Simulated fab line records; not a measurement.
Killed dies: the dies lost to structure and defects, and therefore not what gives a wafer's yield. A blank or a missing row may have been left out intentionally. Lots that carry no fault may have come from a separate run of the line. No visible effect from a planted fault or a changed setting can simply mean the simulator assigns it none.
Struck lot and sound lot, side by side + flow n5-finfet + 37 steps out of a route of 1938
Sound: these wafers, L418.3, L418.4, L418.5. Struck: wafer L430.6. (L430.1, L430.3 of the same lot were not struck and are left out.) The cause comes at the end.
Per side, at each step with rows, come the tool, then ch with its chambers, and then its first start. Under that, the readings that differ: sound wafers + struck wafers + difference of the means + sigmas: that difference in standard deviations of wafers without a fault.
alike: words and numbers the same on both sides, and readings whose means are apart by under 2 such deviations; not compared: readings that were withheld, readings missing a value for some wafer, numbers with overlapping values and no deviation given by the record, and bounds like >300 which may hide the same value.
Wherever a step has rows on one side only, a row that says differs or no value, or a row with sigmas, the two part there. Numbers that have no deviation but don't overlap get no sigmas and don't part them. Lack of a reading on every wafer of one side parts them only where that side has two or more wafers.

first, 11 steps without rows for these wafers: N5_BEOL_M0_SPUTTER_132 (material Cu, target thk 4 nm, time 7.37 s); N5_BEOL_M0_ANNEAL_133 (time 60 s); N5_BEOL_M0_SPUTTER_134 (material Cu, target thk 4 nm, time 7.37 s); N5_BEOL_M0_ANNEAL_135 (time 60 s); N5_BEOL_M0_SPUTTER_141 (material Cu, target thk 4 nm, time 7.37 s); N5_BEOL_M0_ECD_118 (material Cu, target thk 300 nm); N5_BEOL_M0_ANNEAL_119 (time 90 s); N5_BEOL_M0_CMP_120 (polishes, stops on SiOC, t overpolish 6.9 s); N5_BEOL_M0_PRE_CLEAN_131 (time 15 s); N5_BEOL_M0_CO_CAP_123 (material Co, precursor CCTBA/H2, target thk 2 nm, time 102.1 s); N5_BEOL_M0_PRE_CLEAN_124 (time 15 s).
N5_BEOL_M0_DEP_125: deposits SiCN from 3MS/NH3, target thk 8 nm, time 14 s.
  sound on pecvd-01 ch 1,2, day 7 01:54; struck on pecvd-01 ch 1, day 11 15:40
| reading                                   | sound | struck | difference | sigmas |
|-------------------------------------------|-------|--------|------------|--------|
| model.SiCN_of_BEOL_M0_DEP_125.thk-nm (nm) | 8 8 8 | 11     | +3         |        |
  alike: showerhead-plenum-p-Torr, throttle-valve-pct
then, 22 steps without rows for these wafers: N5_BEOL_M1_ILD_DEP_00 (deposits SiOC from DEMS/O2, target thk 79 nm, time 15.3 s); N5_BEOL_M1_PECVD_72 (deposits SiO2 from TEOS/O2, target thk 16 nm, time 18 s); N5_BEOL_M1_HM_DEP_02 (deposits TiN, target thk 20 nm); N5_BEOL_M1_COAT_61 (time 60 s, resist thk 60 nm); N5_BEOL_M1_COAT_62 (time 60 s, resist thk 12 nm); N5_BEOL_M1_COAT_73 (time 60 s, resist thk 5 nm); N5_BEOL_M1_COAT_05 (resist thk 30 nm); N5_BEOL_M1_EBR_07; N5_BEOL_M1_SOFTBAKE_06 (time 60 s); N5_BEOL_M1_EXPOSE_08 (exposes mask M1); N5_BEOL_M1_PEB_09 (peb time 60 s); N5_BEOL_M1_DEVELOP_10 (develop time 30 s); N5_BEOL_M1_DESCUM_16 (chemistry O2, time 7 s); N5_BEOL_M1_ETCH_74 (etches underlayer in N2/H2, target depth 6.5 nm, time 5.2 s); N5_BEOL_M1_ETCH_63 (etches SiARC in CF4, target depth 15.6 nm, time 26 s); N5_BEOL_M1_ETCH_64 (etches SOC in N2/H2, target depth 75 nm, overetch 15 nm, time 112.5 s); N5_BEOL_M1_STRIP_65 (strips in N2/H2); N5_BEOL_M1_STRIP_75 (strips in N2/H2); N5_BEOL_M1_STRIP_66 (strips in CF4); N5_BEOL_M1_HM_OPEN_17 (chemistry Cl2/BCl3, target TiN, target depth 20 nm, overetch 6 nm); N5_BEOL_M1_STRIP_19 (strips in O2); N5_BEOL_M1_COAT_67 (time 60 s, resist thk 60 nm).
N5_BEOL_M1_CMP_52: polishes, stops on SiOC, t overpolish 6.8 s, target thk 40 nm.
  sound on cmp-03 ch 2,3, day 7 12:02; struck on cmp-03 ch 3, day 12 02:45
| reading                                | sound          | struck | difference | sigmas |
|----------------------------------------|----------------|--------|------------|--------|
| model.Cu_of_BEOL_M1_ECD_50.thk-nm (nm) | 40.8 41.4 41.4 | 42.6   | +1.4       |        |
  alike: barrier-field-endpoint-s, clearing-platen-down-force-psi, head-pressure-psi, motor-current-A, overpolish-run-s, time-to-endpoint-s
  not compared: pad-life-wafers
-- the record jumps here: 2 days lie between the struck wafers' starts before and after (it left off in module BEOL_M1 and takes up again in module BEOL_M4, whose first step shown is number 1111 of the route) --
N5_BEOL_M4_RC_MEAS_101:
  sound on prober-01 ch 0, day 8 22:28; struck on prober-02 ch 0, day 14 12:50
  alike: DIBL_N, DIBL_P, IOFF_N, IOFF_P, ION_N, ION_P, SS_N, SS_P, VT_N, VT_P
-- here the record skips 6 days between the struck wafers' starts before and after, leaving off in module BEOL_M4 and picking up in module PASSIVATION (first step shown: number 1936 of the route) --
N5_PASSIVATION_PROBE_49:
  sound on prober-02 at day 12 11:20; struck on prober-01 at day 20 03:49
  alike: defect-limited-yield, killed_at_M0_to_M3, killed_at_M4_up, killed-at-contacts, killed-at-front-end, killed-at-other, killed-dies, killed-on-rim, killed-open, killed-short, sort_bin_5_function, sort_bin_6_memory, sort-n-pass, sort-yield-pct

WHERE THEY PART
Nowhere in this record.

WHY: whatever the simulator had introduced
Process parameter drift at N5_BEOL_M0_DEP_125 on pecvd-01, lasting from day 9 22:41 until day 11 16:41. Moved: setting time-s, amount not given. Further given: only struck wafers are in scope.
